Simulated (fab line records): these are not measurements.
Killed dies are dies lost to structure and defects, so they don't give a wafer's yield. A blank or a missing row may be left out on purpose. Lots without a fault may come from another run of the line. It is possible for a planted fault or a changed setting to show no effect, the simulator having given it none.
Matching of chambers -- flow nand_harc -- 4 sister chambers for NHARC_A_STAIRCASE_TRIM_198 on rie_diel-12
The step chemistry O2, time 211.2 s. 14 wafers are shown with their chamber, then 7 later ones without.

== EACH WAFER AND ITS CHAMBER ==
wafer,chamber,drypump_motor_current_A (A),showerhead_plenum_p_Torr (Torr),oes_product_au (a.u.)
L804.1,1,5.9,3.51,0.997
L804.4,2,5.8,3.54,0.996
L804.5,0,6.1,3.45,1.002
L805.1,0,6.1,3.45,0.990
L805.4,1,5.8,3.51,0.987
L805.5,0,6.1,3.45,0.998
L818.2,0,6.1,3.42,1.012
L818.3,2,5.8,3.51,1.006
L818.5,3,6.0,3.55,1.015
L819.2,0,6.1,3.42,1.005
L819.3,2,5.8,3.51,0.995
L819.4,1,5.9,3.48,1.013
L821.2,1,5.9,3.48,0.999
L821.3,2,5.8,3.51,0.999

SIGNATURES, as means of the wafers listed above
reading,chamber 0,chamber 1,chamber 2,chamber 3,scatter within a chamber
drypump_motor_current_A,6.100,5.875,5.800,6.000,0.0274
showerhead_plenum_p_Torr,3.4380,3.4950,3.5175,3.5500,0.0163
oes_product_au,1.00140,0.99900,0.99900,1.01500,0.00828
Rule: for each reading, subtract the chamber's mean from the wafer's reading, divide by that reading's scatter and square the result; add these up over the readings and take the root, which gives the wafer's distance from the chamber. The wafer belongs to the nearest chamber; if the next one is less than 2 further off, it can't be placed. The scatter: the root of (the sum of the squares of (reading less its chamber's mean) over the shown wafers, divided by (wafers less chambers)).

== WAFERS MISSING THEIR CHAMBER ==
wafer,drypump_motor_current_A (A),showerhead_plenum_p_Torr (Torr),oes_product_au (a.u.)
L821.6,5.9,3.48,1.014
L822.3,5.8,3.50,0.990
L822.5,5.8,3.50,0.982
L822.6,5.9,3.48,0.999
L826.1,5.9,3.47,0.990
L826.2,6.0,3.54,0.998
L826.6,6.0,3.54,0.998

== CHAMBER TAKEN BY EACH ==
wafer,from the rows above,in truth
L821.6,1,1
L822.3,can't be placed: 2 or 1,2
L822.5,can't be placed: 2 or 1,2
L822.6,1,1
L826.1,1,1
L826.2,3,3
L826.6,3,3
Placed correctly: 5 of 7. Cannot be placed on the basis of these rows: 2; the candidates contain the true chamber in 2. Number placed wrongly: 0.
